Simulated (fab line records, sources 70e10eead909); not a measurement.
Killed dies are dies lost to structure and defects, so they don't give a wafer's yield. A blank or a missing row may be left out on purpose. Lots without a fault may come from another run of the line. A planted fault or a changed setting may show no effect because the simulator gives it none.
Chamber matching | flow nand_harc | NHARC_A_CHANNEL_FILL_D1_ALD_16 on ald_hk-01: 4 sister chambers
The step deposits SiO2, target thk 1.5 nm, pulse time 10 s, ald cycles 15. 8 wafers are shown with their chamber, then 7 later ones without.

WAFERS WITH THEIR CHAMBER
wafer  | chamber | heater_power_w (W) | precursor_pulse_height_rel
L547.6 | 1       | 565                | 1.033
L551.6 | 3       | 614                | 0.984
L554.4 | 1       | 553                | 1.022
L560.1 | 0       | 460                | 1.043
L560.2 | 3       | 610                | 0.993
L560.4 | 2       | 449                | 1.002
L563.3 | 0       | 472                | 0.994
L563.5 | 2       | 440                | 0.994

WAFERS WITHOUT THEIR CHAMBER
wafer  | heater_power_w (W) | precursor_pulse_height_rel
L563.6 | 565                | 1.007
L567.3 | 428                | 1.006
L567.5 | 597                | 1.017
L567.6 | 470                | 0.984
L568.1 | 602                | 1.020
L568.4 | 476                | 0.988
L568.6 | 470                | 1.013

WHICH CHAMBER EACH WENT THROUGH
wafer  | from the rows above     | in truth
L563.6 | 1                       | 1
L567.3 | 2                       | 2
L567.5 | 3                       | 3
L567.6 | can't be placed: 0 or 2 | 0
L568.1 | 3                       | 3
L568.4 | 0                       | 0
L568.6 | 0                       | 0
Placed correctly: 6 of 7. Can't be placed from these rows: 1 (the true chamber is among the candidates in 1). Placed wrongly: 0.
How it was worked out, from the rows above alone: a wafer's distance from a chamber is the root of the sum, over the readings, of the square of ((its reading less the chamber's mean) divided by the reading's scatter). The wafer belongs to the nearest chamber; if the next one is less than 2 further off, it can't be placed. A chamber's mean is the mean of its shown wafers. The scatter: the root of (the sum of the squares of (reading less its chamber's mean) over the shown wafers, divided by (wafers less chambers)).
